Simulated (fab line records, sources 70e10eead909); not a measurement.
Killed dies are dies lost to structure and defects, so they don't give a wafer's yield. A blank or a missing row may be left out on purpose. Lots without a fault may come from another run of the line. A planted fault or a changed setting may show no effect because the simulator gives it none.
Chamber matching | flow nand_harc | NHARC_A_M0_DEP_32 on pecvd-02: 3 sister chambers
The step deposits SiCN, target thk 30 nm. 6 wafers are shown with their chamber, then 8 later ones without.

WAFERS WITH THEIR CHAMBER
wafer  | chamber | showerhead_vpp_V (V) | heater_power_w (W)
L078.4 | 0       | 1466                 | 676
L086.5 | 1       | 1220                 | 635
L087.1 | 2       | 1186                 | 582
L087.3 | 1       | 1221                 | 683
L087.4 | 0       | 1491                 | 650
L090.4 | 2       | 1149                 | 591

WAFERS WITHOUT THEIR CHAMBER
wafer  | showerhead_vpp_V (V) | heater_power_w (W)
L090.5 | 1451                 | 656
L090.6 | 1232                 | 633
L095.1 | 1208                 | 712
L095.2 | 1476                 | 613
L095.4 | 1177                 | 528
L097.1 | 1205                 | 710
L097.2 | 1187                 | 579
L097.4 | 1173                 | 566

WHICH CHAMBER EACH WENT THROUGH
wafer  | from the rows above | in truth
L090.5 | 0                   | 0
L090.6 | 1                   | 1
L095.1 | 1                   | 1
L095.2 | 0                   | 0
L095.4 | 2                   | 2
L097.1 | 1                   | 1
L097.2 | 2                   | 2
L097.4 | 2                   | 2
Placed correctly: 8 of 8. Can't be placed from these rows: 0. Placed wrongly: 0.
How it was worked out, from the rows above alone: a wafer's distance from a chamber is the root of the sum, over the readings, of the square of ((its reading less the chamber's mean) divided by the reading's scatter). The wafer belongs to the nearest chamber; if the next one is less than 2 further off, it can't be placed. A chamber's mean is the mean of its shown wafers. The scatter: the root of (the sum of the squares of (reading less its chamber's mean) over the shown wafers, divided by (wafers less chambers)).
